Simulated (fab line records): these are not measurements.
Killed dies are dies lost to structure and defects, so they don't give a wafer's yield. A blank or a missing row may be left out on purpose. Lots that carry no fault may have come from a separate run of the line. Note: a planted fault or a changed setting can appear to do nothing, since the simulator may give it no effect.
Chamber matching :: flow nand harc :: NHARC_A_CHANNEL_FILL_D1_ALD_14 on ald hk-04: 4 sister chambers
The step deposits SiO2, target thk 2.5 nm, pulse time 10 s, ald cycles 25. 18 wafers are shown with their chamber, then 9 later ones without.

WAFERS PAIRED WITH THEIR CHAMBERS
wafer: L124.3
chamber: 2
heater power w (W): 438
precursor pulse height rel: 0.991

wafer: L124.4
chamber: 3
heater power w (W): 502
precursor pulse height rel: 1.008

wafer: L124.6
chamber: 2
heater power w (W): 457
precursor pulse height rel: 1.015

wafer: L125.3
chamber: 1
heater power w (W): 404
precursor pulse height rel: 0.996

wafer: L125.4
chamber: 0
heater power w (W): 520
precursor pulse height rel: 0.993

wafer: L125.6
chamber: 2
heater power w (W): 436
precursor pulse height rel: 0.989

wafer: L128.1
chamber: 1
heater power w (W): 410
precursor pulse height rel: 1.005

wafer: L128.4
chamber: 2
heater power w (W): 452
precursor pulse height rel: 1.001

wafer: L128.6
chamber: 2
heater power w (W): 454
precursor pulse height rel: 0.969

wafer: L130.2
chamber: 3
heater power w (W): 506
precursor pulse height rel: 1.012

wafer: L130.4
chamber: 1
heater power w (W): 421
precursor pulse height rel: 0.981

wafer: L130.6
chamber: 3
heater power w (W): 515
precursor pulse height rel: 0.989

wafer: L131.1
chamber: 3
heater power w (W): 517
precursor pulse height rel: 0.992

wafer: L131.2
chamber: 2
heater power w (W): 460
precursor pulse height rel: 0.998

wafer: L131.4
chamber: 0
heater power w (W): 519
precursor pulse height rel: 0.989

wafer: L136.1
chamber: 0
heater power w (W): 507
precursor pulse height rel: 0.982

wafer: L136.2
chamber: 2
heater power w (W): 445
precursor pulse height rel: 1.029

wafer: L136.6
chamber: 0
heater power w (W): 517
precursor pulse height rel: 0.989

SIGNATURES (means of the wafers above)
reading: heater power w
chamber 0: 515.75
chamber 1: 411.67
chamber 2: 448.86
chamber 3: 510.00
scatter within a chamber: 8.17

reading: precursor pulse height rel
chamber 0: 0.98825
chamber 1: 0.99400
chamber 2: 0.99886
chamber 3: 1.00025
scatter within a chamber: 0.0146
Rule: for a wafer and a chamber, the distance is found by dividing, reading by reading, the gap between the wafer's reading and the chamber's mean by the reading's scatter, squaring, summing and taking the root. If the next closest chamber is less than 2 further off than the closest, the wafer can't be placed; otherwise it belongs to the closest. How the scatter is found: for the shown wafers, subtract from each reading the mean of its chamber, square and add these, divide the total by (wafers less chambers), then take the root.

WAFERS WITHOUT THEIR CHAMBER
wafer: L139.3
heater power w (W): 451
precursor pulse height rel: 0.987

wafer: L139.4
heater power w (W): 514
precursor pulse height rel: 1.020

wafer: L139.6
heater power w (W): 520
precursor pulse height rel: 0.998

wafer: L137.1
heater power w (W): 411
precursor pulse height rel: 0.977

wafer: L137.2
heater power w (W): 506
precursor pulse height rel: 1.002

wafer: L137.3
heater power w (W): 451
precursor pulse height rel: 1.023

wafer: L138.2
heater power w (W): 514
precursor pulse height rel: 1.011

wafer: L138.5
heater power w (W): 511
precursor pulse height rel: 1.018

wafer: L138.6
heater power w (W): 450
precursor pulse height rel: 0.952

CHAMBER TAKEN BY EACH
wafer: L139.3
from the rows above: 2
in truth: 2

wafer: L139.4
from the rows above: can't be placed: 3 or 0
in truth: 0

wafer: L139.6
from the rows above: can't be placed: 0 or 3
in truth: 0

wafer: L137.1
from the rows above: 1
in truth: 1

wafer: L137.2
from the rows above: can't be placed: 3 or 0
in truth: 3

wafer: L137.3
from the rows above: 2
in truth: 2

wafer: L138.2
from the rows above: can't be placed: 3 or 0
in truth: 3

wafer: L138.5
from the rows above: can't be placed: 3 or 0
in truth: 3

wafer: L138.6
from the rows above: 2
in truth: 2
Correct placement for 4 of the 9. Cannot be placed on the basis of these rows: 5; the candidates contain the true chamber in 5. 0 placed wrongly.
